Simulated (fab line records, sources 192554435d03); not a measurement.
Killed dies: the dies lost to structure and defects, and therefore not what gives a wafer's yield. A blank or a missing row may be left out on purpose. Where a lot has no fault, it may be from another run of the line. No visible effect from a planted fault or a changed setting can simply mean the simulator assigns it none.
Chamber matching    flow n5-finfet    ald-metal-04 running N5_BEOL_M8_ALD_77: 4 sister chambers
The step deposits TaN, target thk 2 nm, pulse time 2 s, purge time 3 s. 16 wafers are shown with their chamber, then 8 later ones without.

WAFERS, EACH WITH ITS CHAMBER
wafer   chamber  heater-power-w (W)  precursor-vessel-carrier-sccm (sccm)  mfc-carrier-sccm (sccm)
L083.1  1        378                 998.9                                 1496
L083.4  2        445                 1004.8                                1499
L083.5  0        363                 1002.4                                1492
L085.1  1        376                 1003.1                                1498
L085.2  0        359                 1004.8                                1502
L085.6  0        348                 999.3                                 1499
L087.2  1        380                 1002.7                                1506
L087.3  2        443                 998.6                                 1490
L087.4  0        359                 1003.0                                1500
L089.2  2        430                 994.6                                 1498
L089.4  3        356                 999.3                                 1498
L089.5  3        361                 999.2                                 1495
L091.2  0        363                 999.1                                 1499
L091.4  3        363                 1001.0                                1508
L091.5  1        381                 1001.8                                1500
L094.2  2        373                 998.8                                 1507

SIGNATURES (means of the wafers above)
reading                        chamber 0  chamber 1  chamber 2  chamber 3  scatter within a chamber
heater-power-w                 358.40     378.75     422.75     360.00     17.4
precursor-vessel-carrier-sccm  1001.720   1001.625   999.200    999.833    2.74
mfc-carrier-sccm               1498.40    1500.00    1498.50    1500.33    5.41
Rule: for a wafer and a chamber, the distance is found by dividing, reading by reading, the gap between the wafer's reading and the chamber's mean by the reading's scatter, squaring, summing and taking the root. If the next closest chamber is less than 2 further off than the closest, the wafer can't be placed; otherwise it belongs to the closest. The scatter: take each reading less its chamber's mean, square it, sum over the shown wafers, divide by the number of wafers less the number of chambers, and take the root.

WAFERS WITHOUT THEIR CHAMBER
wafer   heater-power-w (W)  precursor-vessel-carrier-sccm (sccm)  mfc-carrier-sccm (sccm)
L094.3  364                 998.4                                 1500
L094.4  351                 1001.8                                1503
L093.1  360                 1004.4                                1495
L093.2  370                 1004.5                                1499
L093.4  349                 997.7                                 1503
L096.2  343                 995.6                                 1495
L096.3  363                 995.2                                 1500
L096.5  347                 999.8                                 1500

THE CHAMBER EACH PASSED THROUGH
wafer   from the rows above           in truth
L094.3  can't be placed: 3 or 0 or 1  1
L094.4  can't be placed: 0 or 3 or 1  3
L093.1  can't be placed: 0 or 1 or 3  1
L093.2  can't be placed: 1 or 0 or 3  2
L093.4  can't be placed: 3 or 0 or 1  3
L096.2  can't be placed: 3 or 0 or 1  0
L096.3  can't be placed: 3 or 0 or 1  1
L096.5  can't be placed: 3 or 0 or 1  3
0 of 8 placed correctly. These rows do not allow placing 8 (true chamber among the candidates in 7). Placed wrongly: 0.
